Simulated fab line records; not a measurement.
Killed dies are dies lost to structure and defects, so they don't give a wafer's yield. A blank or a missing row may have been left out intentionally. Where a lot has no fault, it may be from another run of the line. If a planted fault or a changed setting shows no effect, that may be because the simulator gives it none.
A lot that was struck, set against a sound lot :: flow n5-finfet :: 14 out of 1938 route steps
Sound: these wafers, L879.2, L879.3, L879.4. Struck: wafers L886.2, L886.4, L886.6. The cause comes at the end.
At each step with rows: each side's tool, then ch and its chambers, then its first start. Under that, the readings that differ: sound wafers :: struck wafers :: difference of the means :: sigmas: that difference in standard deviations of wafers without a fault.
alike: readings with means less than 2 such deviations apart, plus words and numbers identical on both sides. not compared: withheld readings, readings lacking a value on some wafer, bounds such as >300 that could conceal the same value, and numbers that have no deviation in the record and whose values overlap.
Wherever a step has rows on one side only, a row that says differs or no value, or a row with sigmas, the two part there. Numbers that don't overlap but have no deviation are shown without sigmas and don't part them. A reading that every wafer of one side lacks parts them only if that side has two wafers or more.

N5_BEOL_M3_STRIP_66: strips in CF4.
  sound on rie-diel-01 ch 1,2,3, day 7 13:37; struck on rie-diel-01 ch 2,3, day 10 00:26
  alike: chamber-pressure-mTorr, drypump-motor-current-A, oes-product-au, rf-vpp-V, showerhead-plenum-p-Torr, throttle-valve-pct
  not compared: rf-hours-counter-h
N5_BEOL_M3_HM_OPEN_17: chemistry Cl2/BCl3, target TiN, target depth 20 nm, overetch 6 nm.
  sound on rie-metal-01 ch 0,1, day 7 13:40; struck on rie-metal-03 ch 0,1, day 10 00:29
  alike: chamber-pressure-mTorr, drypump-motor-current-A, oes-product-au, throttle-valve-pct
  not compared: rf-hours-counter-h
N5_BEOL_M3_STRIP_19: strips in O2.
  sound on rie-diel-01 ch 1,2,3, day 7 13:46; struck on rie-diel-03 ch 0,2,3, day 10 00:38
  alike: chamber-pressure-mTorr, drypump-motor-current-A, oes-product-au, rf-vpp-V, showerhead-plenum-p-Torr, temp-c, throttle-valve-pct
  not compared: rf-hours-counter-h
N5_BEOL_M3_CD_MEAS_18: pitch 36 nm, target cd 18 nm.
  sound: cd-sem-03 at day 7 13:51; struck: cd-sem-02 at day 10 00:43
  alike: cd-nm
then, 8 steps without rows for these wafers: N5_BEOL_M3_COAT_67 (time 60 s, resist thk 60 nm); N5_BEOL_M3_COAT_68 (time 60 s, resist thk 12 nm); N5_BEOL_M3_COAT_76 (time 60 s, resist thk 5 nm); N5_BEOL_M3_COAT_22 (resist thk 30 nm); N5_BEOL_M3_EBR_24; N5_BEOL_M3_SOFTBAKE_23 (time 60 s); N5_BEOL_M3_EXPOSE_25 (exposes mask V2, defocus 5 nm); N5_BEOL_M3_PEB_26 (peb time 60 s).
N5_BEOL_M3_DEVELOP_27: develop time 30 s.
  struck on litho-track-05, day 10 01:08; sound on litho-track-02 ch 0, day 7 14:07
  no value came back on the struck wafers for chill-plate-temp-C (C), develop-time-s (s); on the sound wafers chill-plate-temp-C (C) reads 22.96 23.14 22.84
reading: model.CAR-EUV_of_BEOL_M3_COAT_22.thk-nm (nm)
sound: 29.6 29.6 29.4
struck: 30 30 30.2
difference: +1
sigmas: 
N5_BEOL_M3_CD_MEAS_28: target cd 25.7 nm, target cd y 23.3 nm.
  sound on cd-sem-03 ch 0, day 7 14:10; struck on cd-sem-02 ch 0, day 10 01:12
reading: cd-nm (nm)
sound: 25.79 25.34 25.78
struck: - - -
difference: no value on the struck wafers
sigmas: 

== WHERE THEY PART ==
At N5_BEOL_M3_DEVELOP_27 first; at N5_BEOL_M3_CD_MEAS_28 last (within this record only).

WHY: what had been put in by the simulator
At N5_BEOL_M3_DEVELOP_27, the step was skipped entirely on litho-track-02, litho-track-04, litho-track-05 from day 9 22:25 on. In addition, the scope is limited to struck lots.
